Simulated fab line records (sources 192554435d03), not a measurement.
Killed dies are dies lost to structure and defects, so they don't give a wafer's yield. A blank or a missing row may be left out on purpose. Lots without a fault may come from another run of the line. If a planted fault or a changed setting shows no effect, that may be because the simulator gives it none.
Chamber matching | flow n5_finfet | N5_GATE_CUT_PECVD_57 on pecvd-02 has 3 sister chambers
The step deposits SiNx from SiH4/NH3/N2, target thk 21 nm. 3 wafers are shown with their chamber, then 9 later ones without.

== WAFERS PAIRED WITH THEIR CHAMBERS ==
wafer  | chamber | throttle_valve_pct (%)
L090.4 | 0       | 41.5
L091.4 | 2       | 36.4
L091.6 | 1       | 39.1

== WAFERS WHOSE CHAMBER IS MISSING ==
wafer  | throttle_valve_pct (%)
L094.2 | 41.8
L094.3 | 39.2
L094.4 | 39.2
L095.1 | 36.0
L095.4 | 41.6
L095.5 | 38.9
L096.1 | 41.4
L096.2 | 36.7
L096.6 | 41.7

== WHICH CHAMBER EACH ONE RAN IN ==
wafer  | from the rows above | in truth
L094.2 | 0                   | 0
L094.3 | 1                   | 1
L094.4 | 1                   | 1
L095.1 | 2                   | 2
L095.4 | 0                   | 0
L095.5 | 1                   | 1
L096.1 | 0                   | 0
L096.2 | 2                   | 2
L096.6 | 0                   | 0
Placed correctly: 9 of 9. From these rows, 0 cannot be placed. Wrongly placed: 0.
How it was worked out, from the rows above alone: a wafer's distance from a chamber is the root of the sum, over the readings, of the square of ((its reading less the chamber's mean) divided by the reading's scatter). If the next closest chamber is less than 2 further off than the closest, the wafer can't be placed; otherwise it belongs to the closest. The mean given for a chamber averages the wafers shown for that chamber. The scatter: root of mean squared gap, hidden wafer to nearest shown wafer, with one shown wafer a chamber.
